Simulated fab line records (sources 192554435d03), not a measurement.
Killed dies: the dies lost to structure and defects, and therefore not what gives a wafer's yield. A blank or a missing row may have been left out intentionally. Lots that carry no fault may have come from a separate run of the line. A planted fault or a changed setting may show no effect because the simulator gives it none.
Which tool is to blame? :: flow n5 finfet :: 11 lots, 31 wafers sampled, at 4 steps of a route of 1938

== WHAT EACH GAUGE READ, for each wafer ==
N5_MIM_TOP_LITHO_INSPECT_12: inspects for defects (macro).
lot: L562
measured: day 12 16:10
on: defect inspect-01
raw defect count: 2 1 3

lot: L561
measured: day 13 05:02
on: defect inspect-01
raw defect count: 4 4 1

lot: L563
measured: day 13 06:31
on: defect inspect-02
raw defect count: 1 7 0

lot: L565
measured: day 13 15:37
on: defect inspect-02
raw defect count: 0 3 2

lot: L569
measured: day 14 05:20
on: defect inspect-02
raw defect count: >300 >300 >300

lot: L568
measured: day 14 14:55
on: defect inspect-02
raw defect count: >300 >300 >300

lot: L580
measured: day 16 15:40
on: defect inspect-01
raw defect count: 3 0

lot: L581
measured: day 17 10:56
on: defect inspect-01
raw defect count: 3 2 1

lot: L582
measured: day 17 22:17
on: defect inspect-01
raw defect count: 3 2 1

lot: L584
measured: day 17 22:51
on: defect inspect-02
raw defect count: 2 3 0

lot: L583
measured: day 18 03:38
on: defect inspect-02
raw defect count: 2 3

== WHICH TOOL RAN EACH LOT (tool, then ch and the chambers of the sampled wafers, then the start) ==
lot: L562
N5_BEOL_M15_CMP_49: cmp-01 ch 0,1,2, day 12 11:15
N5_MIM_TOP_ALD_02: ald hk-01 ch 0,1,2, day 12 15:36 or earlier
N5_MIM_TOP_SPUTTER_03: pvd sputter-01, day 12 15:36

lot: L561
N5_BEOL_M15_CMP_49: cmp-01 ch 2,3, day 12 23:05
N5_MIM_TOP_ALD_02: ald hk-01 ch 0,2,3, day 13 04:35 or earlier
N5_MIM_TOP_SPUTTER_03: pvd sputter-01, day 13 04:35

lot: L563
N5_BEOL_M15_CMP_49: cmp-02 ch 0,1,3, day 13 02:27
N5_MIM_TOP_ALD_02: ald hk-02 ch 0,1,2, day 13 06:05 or earlier
N5_MIM_TOP_SPUTTER_03: pvd sputter-03, day 13 06:05

lot: L565
N5_BEOL_M15_CMP_49: cmp-02 ch 1,2,3, day 13 12:44
N5_MIM_TOP_ALD_02: ald hk-02 ch 0,1,2, day 13 15:11 or earlier
N5_MIM_TOP_SPUTTER_03: pvd sputter-03, day 13 15:11

lot: L569
N5_BEOL_M15_CMP_49: cmp-04 ch 0,2,3, day 14 01:16
N5_MIM_TOP_ALD_02: ald hk-01 ch 0,1, day 14 04:53 or earlier
N5_MIM_TOP_SPUTTER_03: pvd sputter-03, day 14 04:53

lot: L568
N5_BEOL_M15_CMP_49: cmp-02 ch 0,2,3, day 14 08:58
N5_MIM_TOP_ALD_02: ald hk-03 ch 1,2, day 14 14:21 or earlier
N5_MIM_TOP_SPUTTER_03: pvd sputter-03, day 14 14:21

lot: L580
N5_BEOL_M15_CMP_49: cmp-01 ch 2, day 16 11:26
N5_MIM_TOP_ALD_02: ald hk-02 ch 2,3, day 16 15:05 or earlier
N5_MIM_TOP_SPUTTER_03: pvd sputter-02, day 16 15:05

lot: L581
N5_BEOL_M15_CMP_49: cmp-01 ch 0,2,3, day 17 05:50
N5_MIM_TOP_ALD_02: ald hk-03 ch 0,2,3, day 17 10:30 or earlier
N5_MIM_TOP_SPUTTER_03: pvd sputter-03, day 17 10:30

lot: L582
N5_BEOL_M15_CMP_49: cmp-04 ch 0,3, day 17 17:34
N5_MIM_TOP_ALD_02: ald hk-02 ch 0,2,3, day 17 21:43 or earlier
N5_MIM_TOP_SPUTTER_03: pvd sputter-03, day 17 21:43

lot: L584
N5_BEOL_M15_CMP_49: cmp-01 ch 0,1,3, day 17 19:02
N5_MIM_TOP_ALD_02: ald hk-03 ch 0,1,2, day 17 22:25 or earlier
N5_MIM_TOP_SPUTTER_03: pvd sputter-02, day 17 22:25

lot: L583
N5_BEOL_M15_CMP_49: cmp-01 ch 0, day 18 00:06
N5_MIM_TOP_ALD_02: ald hk-03 ch 0, day 18 03:04 or earlier
N5_MIM_TOP_SPUTTER_03: pvd sputter-02, day 18 03:04
- N5_BEOL_M15_CMP_49: polishes, stops on SiO2, t overpolish 4.9 s, target thk 850 nm.
- N5_MIM_TOP_ALD_02: deposits Al2O3, purge time 3 s, co reactant pulse time 3 s.
- N5_MIM_TOP_SPUTTER_03: material TiN, target thk 35 nm, time 89.7 s.

== WHAT THE TOOLS THEMSELVES READ (means of the sampled wafers that have a number; where no wafer has one, the mark that the record gives instead) ==
N5_BEOL_M15_CMP_49.
lot: L562
tool: cmp-01
barrier field endpoint s (s): 11.41
motor current A (A): 8.2
overpolish run s (s): 4.906

lot: L561
tool: cmp-01
barrier field endpoint s (s): 11.59
motor current A (A): 8.4
overpolish run s (s): 4.902

lot: L563
tool: cmp-02
barrier field endpoint s (s): 11.22
motor current A (A): 7.1
overpolish run s (s): 4.900

lot: L565
tool: cmp-02
barrier field endpoint s (s): 11.82
motor current A (A): 7.0
overpolish run s (s): 4.893

lot: L569
tool: cmp-04
barrier field endpoint s (s): 11.22
motor current A (A): 7.4
overpolish run s (s): 4.904

lot: L568
tool: cmp-02
barrier field endpoint s (s): 11.48
motor current A (A): 7.1
overpolish run s (s): 4.901

lot: L580
tool: cmp-01
barrier field endpoint s (s): 11.18
motor current A (A): 8.8
overpolish run s (s): 4.896

lot: L581
tool: cmp-01
barrier field endpoint s (s): 11.65
motor current A (A): 8.0
overpolish run s (s): 4.900

lot: L582
tool: cmp-04
barrier field endpoint s (s): 11.42
motor current A (A): 8.0
overpolish run s (s): 4.899

lot: L584
tool: cmp-01
barrier field endpoint s (s): 11.26
motor current A (A): 7.8
overpolish run s (s): 4.899

lot: L583
tool: cmp-01
barrier field endpoint s (s): 11.35
motor current A (A): 7.8
overpolish run s (s): 4.895

N5_MIM_TOP_ALD_02.
lot: L562
tool: ald hk-01
precursor pulse height rel: 0.989

lot: L561
tool: ald hk-01
precursor pulse height rel: 1.002

lot: L563
tool: ald hk-02
precursor pulse height rel: 1.011

lot: L565
tool: ald hk-02
precursor pulse height rel: 0.989

lot: L569
tool: ald hk-01
precursor pulse height rel: 0.996

lot: L568
tool: ald hk-03
precursor pulse height rel: 1.030

lot: L580
tool: ald hk-02
precursor pulse height rel: 0.986

lot: L581
tool: ald hk-03
precursor pulse height rel: 1.012

lot: L582
tool: ald hk-02
precursor pulse height rel: 0.999

lot: L584
tool: ald hk-03
precursor pulse height rel: 0.977

lot: L583
tool: ald hk-03
precursor pulse height rel: 1.024

N5_MIM_TOP_SPUTTER_03.
lot: L562
tool: pvd sputter-01
cathode dc power W (W): 3000.5
throttle valve pct (%): 30.0

lot: L561
tool: pvd sputter-01
cathode dc power W (W): 2999.8
throttle valve pct (%): 29.9

lot: L563
tool: pvd sputter-03
cathode dc power W (W): 2999.8
throttle valve pct (%): 30.8

lot: L565
tool: pvd sputter-03
cathode dc power W (W): 3000.3
throttle valve pct (%): 31.1

lot: L569
tool: pvd sputter-03
cathode dc power W (W): 3000.0
throttle valve pct (%): 31.0

lot: L568
tool: pvd sputter-03
cathode dc power W (W): 3000.0
throttle valve pct (%): 30.8

lot: L580
tool: pvd sputter-02
cathode dc power W (W): 2999.9
throttle valve pct (%): 30.5

lot: L581
tool: pvd sputter-03
cathode dc power W (W): 3000.5
throttle valve pct (%): 30.9

lot: L582
tool: pvd sputter-03
cathode dc power W (W): 2999.8
throttle valve pct (%): 30.9

lot: L584
tool: pvd sputter-02
cathode dc power W (W): 2999.6
throttle valve pct (%): 30.8

lot: L583
tool: pvd sputter-02
cathode dc power W (W): 3000.4
throttle valve pct (%): 31.4

== THE ANSWER, worked out from the rows above alone ==
Rule: what is usual is taken from the lots themselves. Put in order of their means at a reading, lots are off if they are a third of the lots or fewer, leave a main group of 4 or more, and stand apart from it by a gap of 3 or more times the standard deviation of the main group's means; of several such gaps the widest counts. A main group is skipped when, at the precision printed for the reading in the tables above, its means are all equal. Also off: a lot with no number at a reading for which 4 or more lots have one. All remaining lots with rows at the step are treated as sound. First the gauges in route order, then the tools' own readings, where a lot's mean is used as printed above. At the first step where some lot is off, the reading lying furthest off is the one used; lots without a number count as furthest.
Off: L569, L568, at N5_MIM_TOP_LITHO_INSPECT_12 (raw defect count). Without a number there: L569, L568. Mean 2.1 and standard deviation 0.48 in the main group.
A tool fits if, at a process step before that reading, it ran every lot that is off, and no sound lot after the first of them. Those tools and the gauges at N5_MIM_TOP_LITHO_INSPECT_12 are tried in the same way. With no start given for some of its lots, N5_MIM_TOP_ALD_02 uses the hours and lot order of N5_MIM_TOP_SPUTTER_03. Not one of the candidates tried fits.

== WHAT THE SIMULATOR PUT IN ==
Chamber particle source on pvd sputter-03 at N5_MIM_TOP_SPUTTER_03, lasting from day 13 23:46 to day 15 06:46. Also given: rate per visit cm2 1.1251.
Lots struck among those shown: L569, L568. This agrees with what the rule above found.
